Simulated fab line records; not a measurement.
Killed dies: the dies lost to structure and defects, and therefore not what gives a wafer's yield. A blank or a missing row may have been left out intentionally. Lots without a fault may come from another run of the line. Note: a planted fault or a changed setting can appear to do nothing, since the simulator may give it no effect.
fab line records -- flow n5Finfet
[record] lots = 12, wafers = 35, lastDay = 18
route steps=1938 shown BEOL_M9@1461 BEOL_M10@1474 PASSIVATION@1936
lots untouched by any fault: they come from a run of this same line in which no faults occurred
startH: hours from the record's first day to the start of the lot's first wafer shown -- waitH: hours from the lot's prior step to this one -- " the same as in the row above -- L1.1+2: several wafers, shown together as one row -- - no value, or no start given -- * or withheld: withheld -- < > ~ a bound
route shown NAME@n: NAME is a module with steps in the file, n the number in the route of the first one -- usual: mean and standard deviation over wafers with no fault -- same: alike in all rows -- chamber/n: place in a boat -- sites: the reading at each site -- _std_site: how widely they spread, as a standard deviation -- _edge_site: mean of outer sites minus mean of inner sites -- radiusMm: how far each site lies from the wafer's centre -- mask NAME#n: copy n -- behind: the most recent tool/chamber to have shaped the wafer -- hold: what put the lot on hold/how long, in hours/how the hold closed -- device: which transistor (n, p or np) failed to switch -- end of line: the route-end tests of the same wafers -- a step given without rows: its recipe and nothing more -- killed: not the wafer's yield, but the dies lost to structure and defects at the first sort -- map: a wafer's dies, marking killed ones x, the rest . and places with no die _
set.NAME: the setting the step ran with; set.NAME@STEP: the setting that earlier step ran with -- model.NAME: the simulator's own value behind a step, which no gauge read
steps of the route over a sample of lots; a table a step, a row a wafer
services: when a tool's chamber went out of use (startH, in hours from the record's first day, below 0 if earlier), for how many hours, and the reason
[[steps]]
[step N5_BEOL_M9_SPUTTER_48]
[recipe] material = Cu, targetThkA = 120, tempC = -20, biasV = 60, powerW = 26000, chamberPressurePa = 0.13, timeS = 2
[usual] substrateTempC = -20.00/0.12, throttleValvePct = 30.3/0.65
lot.wafer,tool,chamber,startH,waitH,substrateTempC,throttleValvePct
L994.2,pvdSputter-01,-,208.17,0.1,-20.00,29.5
L994.3,pvdSputter-01,-,208.17,0.1,-19.94,30.1
L994.4,pvdSputter-01,-,208.17,0.1,-19.96,30.1
L995.3,pvdSputter-03,-,216.92,0.1,-19.98,29.6
L995.5,pvdSputter-03,-,216.92,0.1,-20.12,29.7
L101.1,pvdSputter-02,-,257.58,0.1,-20.00,29.7
L101.2,pvdSputter-02,-,257.58,0.1,-20.09,30.1
L101.3,pvdSputter-02,-,257.58,0.1,-19.97,30.3
L102.1,pvdSputter-03,-,269.68,0.1,-19.99,31.3
L102.3,pvdSputter-03,-,269.68,0.1,-20.04,29.5
L102.6,pvdSputter-03,-,269.68,0.1,-20.01,31.6
L108.2,pvdSputter-02,-,294.72,0.1,-20.00,30.0
L108.5,pvdSputter-02,-,294.72,0.1,-19.89,31.5
L108.6,pvdSputter-02,-,294.72,0.1,-19.89,30.2
L109.2,pvdSputter-02,-,314.67,0.2,-19.82,31.3
L109.3,pvdSputter-02,-,314.67,0.2,-20.10,30.2
L109.6,pvdSputter-02,-,314.67,0.2,-19.75,30.7
L112.1,pvdSputter-01,-,329.87,0.1,-20.05,29.8
L112.4,pvdSputter-01,-,329.87,0.1,-19.88,30.4
L112.6,pvdSputter-01,-,329.87,0.1,-20.00,29.8
L115.2,pvdSputter-02,-,336.79,0.2,-20.03,31.4
L115.3,pvdSputter-02,-,336.79,0.2,-20.01,29.8
L115.5,pvdSputter-02,-,336.79,0.2,-20.13,30.0
L113.1,pvdSputter-02,-,341.15,0.2,-20.04,31.4
L113.3,pvdSputter-02,-,341.15,0.2,-20.05,30.0
L113.5,pvdSputter-02,-,341.15,0.2,-20.12,29.9
L114.1,pvdSputter-03,-,345.11,0.2,-19.83,29.5
L114.2,pvdSputter-03,-,345.11,0.2,-20.04,29.2
L114.5,pvdSputter-03,-,345.11,0.2,-19.86,31.5
L117.2,pvdSputter-03,-,347.53,1.7,-20.04,31.6
L117.3,pvdSputter-03,-,347.53,1.7,-19.87,29.9
L117.6,pvdSputter-03,-,347.53,1.7,-20.21,31.7
L116.2,pvdSputter-01,-,356.13,0.3,-19.95,29.5
L116.4,pvdSputter-01,-,356.13,0.3,-20.17,30.0
L116.6,pvdSputter-01,-,356.13,0.3,-20.03,30.3
[step N5_BEOL_M10_HM_DEP_02]
[recipe] material = TiN, targetThkA = 200, tempC = 25, chamberPressurePa = 0.49996
[usual] substrateTempC = 24.98/0.11, throttleValvePct = 30.2/0.51
lot.wafer,tool,chamber,startH,waitH,substrateTempC,throttleValvePct
L994.2,pvdSputter-02,-,210.38,0.2,24.98,29.9
L994.3,pvdSputter-02,-,210.38,0.2,24.97,30.4
L994.4,pvdSputter-02,-,210.38,0.2,24.97,30.2
L995.3,pvdSputter-02,-,219.23,0.1,25.00,30.2
L995.5,pvdSputter-02,-,219.23,0.1,24.95,30.4
L101.1,pvdSputter-01,-,260.37,1.1,24.90,29.9
L101.2,pvdSputter-01,-,260.37,1.1,24.85,30.1
L101.3,pvdSputter-01,-,260.37,1.1,25.06,30.3
L102.1,pvdSputter-01,-,272.36,0.8,24.95,30.4
L102.3,pvdSputter-01,-,272.36,0.8,25.05,29.7
L102.6,pvdSputter-01,-,272.36,0.8,24.93,30.3
L108.2,pvdSputter-02,-,297.28,0.6,24.87,30.3
L108.5,pvdSputter-02,-,297.28,0.6,24.81,29.8
L108.6,pvdSputter-02,-,297.28,0.6,25.23,30.4
L109.2,pvdSputter-01,-,316.85,0.5,24.97,30.3
L109.3,pvdSputter-01,-,316.85,0.5,24.79,29.7
L109.6,pvdSputter-01,-,316.85,0.5,25.05,30.1
L112.1,pvdSputter-01,-,332.45,0.9,24.94,29.7
L112.4,pvdSputter-01,-,332.45,0.9,24.97,29.7
L112.6,pvdSputter-01,-,332.45,0.9,24.94,29.7
L115.2,pvdSputter-02,-,339.91,1.4,24.92,29.8
L115.3,pvdSputter-02,-,339.91,1.4,24.97,30.3
L115.5,pvdSputter-02,-,339.91,1.4,25.05,31.7
L113.1,pvdSputter-03,-,344.07,1.2,24.92,30.2
L113.3,pvdSputter-03,-,344.07,1.2,24.85,29.6
L113.5,pvdSputter-03,-,344.07,1.2,25.14,30.3
L114.1,pvdSputter-01,-,347.74,1.0,25.03,30.2
L114.2,pvdSputter-01,-,347.74,1.0,24.87,29.5
L114.5,pvdSputter-01,-,347.74,1.0,24.80,30.0
L117.2,pvdSputter-02,-,350.74,1.2,24.98,30.6
L117.3,pvdSputter-02,-,350.74,1.2,25.11,31.2
L117.6,pvdSputter-02,-,350.74,1.2,24.96,30.4
L116.2,pvdSputter-01,-,358.91,1.1,25.09,30.3
L116.4,pvdSputter-01,-,358.91,1.1,25.08,29.8
L116.6,pvdSputter-01,-,358.91,1.1,25.07,30.1
[step N5_BEOL_M10_COAT_60]
[recipe] resist = SiARC, tempC = 220, timeS = 60, spinRpm = 1500, resistThkNm = 30
[usual] heaterPowerTotalW = 427.3/2.1, runLengthS = 66.07/0.16
lot.wafer,tool,chamber,startH,waitH,heaterPowerTotalW,runLengthS
L994.2,lithoTrack-01,0,210.51,-,430.0,66.22
L994.3,lithoTrack-01,0,210.51,-,426.1,66.10
L994.4,lithoTrack-01,0,210.51,-,426.6,66.14
L995.3,lithoTrack-05,0,219.36,-,426.7,66.11
L995.5,lithoTrack-05,0,219.36,-,429.8,66.17
L101.1,lithoTrack-04,0,260.50,-,424.9,66.08
L101.2,lithoTrack-04,0,260.50,-,465.0,57.89
L101.3,lithoTrack-04,0,260.50,-,461.1,57.90
L102.1,lithoTrack-04,0,272.49,-,426.3,65.94
L102.3,lithoTrack-04,0,272.49,-,462.7,58.07
L102.6,lithoTrack-04,0,272.49,-,429.9,65.83
L108.2,lithoTrack-01,0,297.41,-,429.9,66.08
L108.5,lithoTrack-01,0,297.41,-,425.4,65.99
L108.6,lithoTrack-01,0,297.41,-,424.1,66.32
L109.2,lithoTrack-05,0,316.98,-,428.1,66.49
L109.3,lithoTrack-05,0,316.98,-,424.4,66.07
L109.6,lithoTrack-05,0,316.98,-,425.0,66.12
L112.1,lithoTrack-05,0,332.58,-,429.4,66.19
L112.4,lithoTrack-05,0,332.58,-,424.5,66.09
L112.6,lithoTrack-05,0,332.58,-,424.8,66.25
L115.2,lithoTrack-01,0,340.04,-,428.5,66.01
L115.3,lithoTrack-01,0,340.04,-,430.3,66.07
L115.5,lithoTrack-01,0,340.04,-,429.4,66.10
L113.1,lithoTrack-05,0,344.20,-,425.7,66.05
L113.3,lithoTrack-05,0,344.20,-,430.1,66.16
L113.5,lithoTrack-05,0,344.20,-,424.5,66.07
L114.1,lithoTrack-01,0,347.86,-,426.8,66.16
L114.2,lithoTrack-01,0,347.86,-,424.1,65.98
L114.5,lithoTrack-01,0,347.86,-,428.6,66.03
L117.2,lithoTrack-05,0,350.87,-,424.2,66.08
L117.3,lithoTrack-05,0,350.87,-,427.0,66.52
L117.6,lithoTrack-05,0,350.87,-,424.1,66.46
L116.2,lithoTrack-04,0,359.04,-,424.9,65.99
L116.4,lithoTrack-04,0,359.04,-,427.3,66.19
L116.6,lithoTrack-04,0,359.04,-,427.6,65.81
[step N5_BEOL_M10_CD_MEAS_11]
[recipe] targetCdNm = 64.1, landingEnergyEv = 500, detector = seInlens, polarity = opening
[usual] cdNm = 64.0/0.57
lot.wafer,tool,chamber,startH,waitH,cdNm
L994.2,cdSem-02,0,210.88,-,63.5
L994.3,cdSem-02,0,210.88,-,63.8
L994.4,cdSem-02,0,210.88,-,63.1
L995.3,cdSem-01,0,219.73,-,64.2
L995.5,cdSem-01,0,219.73,-,64.7
L101.1,cdSem-01,0,260.87,-,64.2
L101.2,cdSem-01,0,260.87,-,64.0
L101.3,cdSem-01,0,260.87,-,63.9
L102.1,cdSem-03,0,272.86,-,65.0
L102.3,cdSem-03,0,272.86,-,63.6
L102.6,cdSem-03,0,272.86,-,63.9
L108.2,cdSem-02,0,297.78,-,64.2
L108.5,cdSem-02,0,297.78,-,63.2
L108.6,cdSem-02,0,297.78,-,63.6
L109.2,cdSem-03,0,317.35,-,64.1
L109.3,cdSem-03,0,317.35,-,62.9
L109.6,cdSem-03,0,317.35,-,64.4
L112.1,cdSem-03,0,332.95,-,64.6
L112.4,cdSem-03,0,332.95,-,63.8
L112.6,cdSem-03,0,332.95,-,63.8
L115.2,cdSem-03,0,340.41,-,63.8
L115.3,cdSem-03,0,340.41,-,63.6
L115.5,cdSem-03,0,340.41,-,63.1
L113.1,cdSem-02,0,344.56,-,64.6
L113.3,cdSem-02,0,344.56,-,64.0
L113.5,cdSem-02,0,344.56,-,63.7
L114.1,cdSem-02,0,348.23,-,63.4
L114.2,cdSem-02,0,348.23,-,64.2
L114.5,cdSem-02,0,348.23,-,62.9
L117.2,cdSem-03,0,351.11,-,63.2
L117.3,cdSem-03,0,351.11,-,63.7
L117.6,cdSem-03,0,351.11,-,64.4
L116.2,cdSem-01,0,359.28,-,63.5
L116.4,cdSem-01,0,359.28,-,64.6
L116.6,cdSem-01,0,359.28,-,63.5
[step N5_PASSIVATION_PROBE_49]
[usual] defectLimitedYield = 91.0/1.3, killed_at_M0_to_M3 = 36/9.5, killed_at_M4_up = 14/5.6, killedAtContacts = 12/6.4, killedAtFrontEnd = 40/10, killedAtOther = 3.2/3, killedDies = 107/15, killedOpen = 69/12, killedShort = 35/7.7, sort_bin_5_function = 5.3/0.91, sort_bin_6_memory = 3.3/0.65, sort_bin_8_speed = 0.00/0.012, sortNPass = 1073/15, sortYieldPct = 91.0/1.3
[same] grossDies = 1180, killedAtBackSide = 0, sort_bin_4_leakage[%] = 0
lot.wafer,tool,chamber,startH,waitH,defectLimitedYield[%],killed_at_M0_to_M3,killed_at_M4_up,killedAtContacts,killedAtFrontEnd,killedAtOther,killedDies,killedOpen,killedShort,sort_bin_5_function[%],sort_bin_6_memory[%],sort_bin_8_speed[%],sortNPass,sortYieldPct[%]
L994.2,prober-02,-,270.16,0.1,92.6,34,13,6,32,2,87,57,29,5.0,2.1,0,1093,92.6
L994.3,prober-02,-,270.21,0.1,91.4,35,25,14,26,2,102,63,38,4.2,4.0,0,1078,91.4
L994.4,prober-02,-,270.26,0.2,92.8,38,7,12,27,1,85,61,24,3.6,3.3,0,1095,92.8
L101.1,prober-01,-,309.29,0.0,93.0,33,10,3,30,7,83,55,28,3.9,2.7,0,1097,93.0
L101.2,prober-01,-,309.34,0.1,91.2,35,12,11,44,2,104,69,30,5.0,3.0,0,1076,91.2
L101.3,prober-01,-,309.39,0.1,92.7,19,13,13,40,1,86,61,24,3.9,3.2,0,1094,92.7
L108.2,prober-02,-,358.21,0.1,89.3,44,14,12,54,2,126,79,44,6.3,3.9,0,1054,89.3
L108.5,prober-02,-,358.36,0.2,89.7,62,9,6,38,6,121,70,50,5.7,4.4,0,1059,89.7
L108.6,prober-02,-,358.41,0.3,88.3,40,32,15,51,0,138,101,35,7.1,4.4,0,1042,88.3
L113.1,prober-02,-,404.61,0.0,90.3,38,13,7,53,3,114,63,49,5.4,3.6,0,1066,90.3
L113.3,prober-02,-,404.71,0.1,88.8,57,10,6,58,1,132,84,47,7.0,3.6,0,1048,88.8
L113.5,prober-02,-,404.81,0.2,91.7,34,14,6,43,1,98,60,35,5.0,3.1,0,1082,91.7
L114.1,prober-01,-,405.30,0.0,92.1,25,11,18,33,6,93,59,32,4.8,2.9,0,1087,92.1
L114.2,prober-01,-,405.35,0.1,91.6,36,13,5,41,4,99,60,37,4.5,3.6,0,1081,91.6
L114.5,prober-01,-,405.50,0.2,91.3,37,19,7,33,7,103,63,38,5.3,3.0,0,1077,91.3
L117.2,prober-01,-,410.05,0.1,91.1,38,22,26,18,1,105,76,29,5.9,2.8,0,1075,91.1
L117.3,prober-01,-,410.10,0.1,91.4,24,26,15,35,1,101,77,24,5.1,3.4,0,1079,91.4
L117.6,prober-01,-,410.25,0.3,91.2,29,21,19,33,2,104,78,25,6.1,2.5,0,1076,91.2
L116.2,prober-01,-,421.63,0.1,89.7,56,12,15,38,0,121,83,35,5.7,4.2,0,1059,89.7
L116.4,prober-01,-,421.73,0.2,90.4,44,6,16,46,1,113,67,37,4.9,4.1,0,1067,90.4
L116.6,prober-01,-,421.83,0.3,91.4,31,6,13,52,0,102,64,32,5.2,2.9,0,1078,91.4
// killed by level:class
L994.2 BEOL_M1:geometricParticle:open=8 FIN_SAQP:geometricParticle:open=7 STI_FIN_REVEAL:geometricParticle:open=7 BEOL_M0_SAQP:geometricParticle:short=6 BEOL_M2:geometricParticle:open=6 BEOL_M4:geometricParticle:open=6 FIN_SAQP:geometricParticle:short=5 MOL_CONTACT_COAG:geometricParticle:open=5
L994.3 BEOL_M4:geometricParticle:open=13 BEOL_M2:geometricParticle:open=13 MOL_CONTACT_COAG:geometricParticle:open=10 GATE_CUT:geometricParticle:short=7 BEOL_M2:geometricParticle:short=7 BEOL_M0_SAQP:geometricParticle:short=5 MOL_CONTACT_COAG:geometricParticle:short=4 STARTING-WAFER:geometricParticle:short=4
L994.4 BEOL_M1:geometricParticle:open=15 MOL_CONTACT_COAG:geometricParticle:open=10 STI_FIN_REVEAL:geometricParticle:open=8 BEOL_M0_SAQP:geometricParticle:open=8 FIN_SAQP:geometricParticle:short=5 BEOL_M0_SAQP:geometricParticle:short=5 BEOL_M0:geometricParticle:open=4 BEOL_M4:geometricParticle:open=4
L101.1 BEOL_M3:geometricParticle:open=12 BEOL_M0_SAQP:geometricParticle:short=10 FIN_SAQP:geometricParticle:short=6 BEOL_M4:geometricParticle:open=6 BEOL_M0_SAQP:geometricParticle:open=5 FIN_SAQP:geometricParticle:open=4 STI_FIN_REVEAL:geometricParticle:open=4 STARTING-WAFER:geometricParticle:open=4
L101.2 BEOL_M0_SAQP:geometricParticle:open=12 MOL_CONTACT_COAG:geometricParticle:open=10 BEOL_M3:geometricParticle:open=10 FIN_SAQP:geometricParticle:open=8 FIN_SAQP:geometricParticle:short=7 BEOL_M4:geometricParticle:open=7 BEOL_M0_SAQP:geometricParticle:short=6 STI_FIN_REVEAL:geometricParticle:open=5
L101.3 FIN_SAQP:geometricParticle:open=12 MOL_CONTACT_COAG:geometricParticle:open=10 FIN_SAQP:geometricParticle:short=7 BEOL_M4:geometricParticle:open=7 DUMMY_GATE:geometricParticle:open=5 SPACER0:geometricParticle:short=5 BEOL_M0_SAQP:geometricParticle:open=5 STI_FIN_REVEAL:geometricParticle:open=4
L108.2 BEOL_M2:geometricParticle:open=13 FIN_SAQP:geometricParticle:open=12 STI_FIN_REVEAL:geometricParticle:open=11 MOL_CONTACT_COAG:geometricParticle:open=11 FIN_SAQP:geometricParticle:short=10 BEOL_M0_SAQP:geometricParticle:short=10 BEOL_M0_SAQP:geometricParticle:open=10 BEOL_M4:geometricParticle:open=10
L108.5 BEOL_M2:geometricParticle:open=15 FIN_SAQP:geometricParticle:short=14 BEOL_M0_SAQP:geometricParticle:short=13 BEOL_M1:geometricParticle:open=10 BEOL_M0_SAQP:geometricParticle:open=7 MOL_CONTACT_COAG:geometricParticle:open=6 DUMMY_GATE:geometricParticle:open=5 BEOL_M1:geometricParticle:short=5
L108.6 BEOL_M4:geometricParticle:open=17 FIN_SAQP:geometricParticle:open=13 FIN_SAQP:geometricParticle:short=13 BEOL_M2:geometricParticle:open=12 STI_FIN_REVEAL:geometricParticle:open=11 MOL_CONTACT_COAG:geometricParticle:open=10 BEOL_M1:geometricParticle:open=10 BEOL_M3:geometricParticle:open=6
L113.1 FIN_SAQP:geometricParticle:short=26 FIN_SAQP:geometricParticle:open=17 BEOL_M0_SAQP:geometricParticle:open=14 BEOL_M0_SAQP:geometricParticle:short=10 MOL_CONTACT_COAG:geometricParticle:open=5 BEOL_M1:geometricParticle:open=5 BEOL_M2:geometricParticle:open=5 BEOL_M4:geometricParticle:open=5
L113.3 FIN_SAQP:geometricParticle:open=23 FIN_SAQP:geometricParticle:short=21 BEOL_M0_SAQP:geometricParticle:open=14 BEOL_M0_SAQP:geometricParticle:short=13 BEOL_M1:geometricParticle:open=9 BEOL_M3:geometricParticle:open=7 MOL_CONTACT_COAG:geometricParticle:open=6 DUMMY_GATE:geometricParticle:open=6
L113.5 FIN_SAQP:geometricParticle:short=15 FIN_SAQP:geometricParticle:open=10 BEOL_M1:geometricParticle:open=8 BEOL_M0_SAQP:geometricParticle:open=7 STI_FIN_REVEAL:geometricParticle:open=6 BEOL_M0_SAQP:geometricParticle:short=5 BEOL_M2:geometricParticle:open=5 BEOL_M4:geometricParticle:open=5
L114.1 MOL_CONTACT_COAG:geometricParticle:open=15 GATE_CUT:geometricParticle:short=10 BEOL_M0_SAQP:geometricParticle:open=10 GATE_CUT:geometricParticle:open=7 BEOL_M0_SAQP:geometricParticle:short=5 BEOL_M4:geometricParticle:open=4 STI_FIN_REVEAL:geometricParticle:open=3 SPACER0:geometricParticle:open=3
L114.2 FIN_SAQP:geometricParticle:open=13 BEOL_M0_SAQP:geometricParticle:open=10 BEOL_M0_SAQP:geometricParticle:short=9 GATE_CUT:geometricParticle:short=5 MOL_CONTACT_COAG:geometricParticle:open=5 BEOL_M4:geometricParticle:open=5 SPACER0:geometricParticle:open=4 BEOL_M1:geometricParticle:short=4
L114.5 DUMMY_GATE:geometricParticle:open=9 BEOL_M4:geometricParticle:open=9 BEOL_M0_SAQP:geometricParticle:short=8 BEOL_M2:geometricParticle:open=6 FIN_SAQP:geometricParticle:open=5 BEOL_M1:geometricParticle:open=5 BEOL_M3:geometricParticle:open=5 STARTING-WAFER:geometricParticle:open=5
L117.2 MOL_CONTACT_COAG:geometricParticle:open=22 BEOL_M4:geometricParticle:open=16 BEOL_M1:geometricParticle:open=11 BEOL_M2:geometricParticle:open=10 BEOL_M1:geometricParticle:short=5 MOL_CONTACT_COAG:geometricParticle:short=4 STI_FIN_REVEAL:geometricParticle:open=3 BEOL_M0_SAQP:geometricParticle:short=3
L117.3 BEOL_M4:geometricParticle:open=15 MOL_CONTACT_COAG:geometricParticle:open=13 FIN_SAQP:geometricParticle:open=7 BEOL_M2:geometricParticle:open=6 DUMMY_GATE:geometricParticle:open=5 BEOL_M3:geometricParticle:open=5 ILD0:geometricParticle:short=4 GATE_CUT:geometricParticle:short=4
L117.6 MOL_CONTACT_COAG:geometricParticle:open=17 BEOL_M4:geometricParticle:open=11 FIN_SAQP:geometricParticle:open=9 BEOL_M0_SAQP:geometricParticle:short=7 DUMMY_GATE:geometricParticle:open=6 STI_FIN_REVEAL:geometricParticle:open=4 BEOL_M0_SAQP:geometricParticle:open=4 BEOL_M2:geometricParticle:open=4
L116.2 BEOL_M0_SAQP:geometricParticle:open=17 MOL_CONTACT_COAG:geometricParticle:open=14 BEOL_M0_SAQP:geometricParticle:short=12 BEOL_M2:geometricParticle:open=10 DUMMY_GATE:geometricParticle:open=7 BEOL_M5:geometricParticle:open=7 FIN_SAQP:geometricParticle:open=6 GATE_CUT:geometricParticle:short=6
L116.4 STI_FIN_REVEAL:geometricParticle:open=15 MOL_CONTACT_COAG:geometricParticle:open=11 BEOL_M0_SAQP:geometricParticle:short=8 BEOL_M2:geometricParticle:open=7 BEOL_M0_SAQP:geometricParticle:open=7 HKMG_FIN:areaEtch=7 FIN_SAQP:geometricParticle:short=6 BEOL_M1:geometricParticle:open=6
L116.6 MOL_CONTACT_COAG:geometricParticle:open=12 FIN_SAQP:geometricParticle:open=10 DUMMY_GATE:geometricParticle:open=9 BEOL_M0_SAQP:geometricParticle:short=8 FIN_SAQP:geometricParticle:short=7 BEOL_M0_SAQP:geometricParticle:open=7 BEOL_M0:geometricParticle:open=6 HKMG_FIN:areaEtch=5
[[services]]
tool,chamber,startH,hours,kind
pvdSputter-01,-,265.37,5.6,repair
lithoTrack-04,-,289.46,-,consumableReplace:filter
lithoTrack-05,-,293.87,-,consumableReplace:filter
pvdSputter-02,-,350.92,15.4,repair
[[key]]
[firstSign] step = N5_BEOL_M10_COAT_60, reading = runLengthS, direction = down, sigmas = 52, usual = *, struck = *
[effect] step = N5_BEOL_M10_COAT_60, reading = heaterPowerTotalW, direction = up, sigmas = 17, usual = *, struck = *
metAt N5_BEOL_M10_COAT_60
struckLots L101,L102
struckWafers L101.2,L101.3,L102.3
notActingAt N5_BEOL_M9_SPUTTER_48,N5_BEOL_M10_HM_DEP_02,N5_BEOL_M10_CD_MEAS_11
[fault] kind = processParameterDrift, tool = lithoTrack-04, chamber = -, onsetH = 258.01, steps = N5_BEOL_M10_COAT_60, channel = timeS, offset = *, shape = step, endH = 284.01, scope = struckWafersOnly, actsIn = *, stated = *
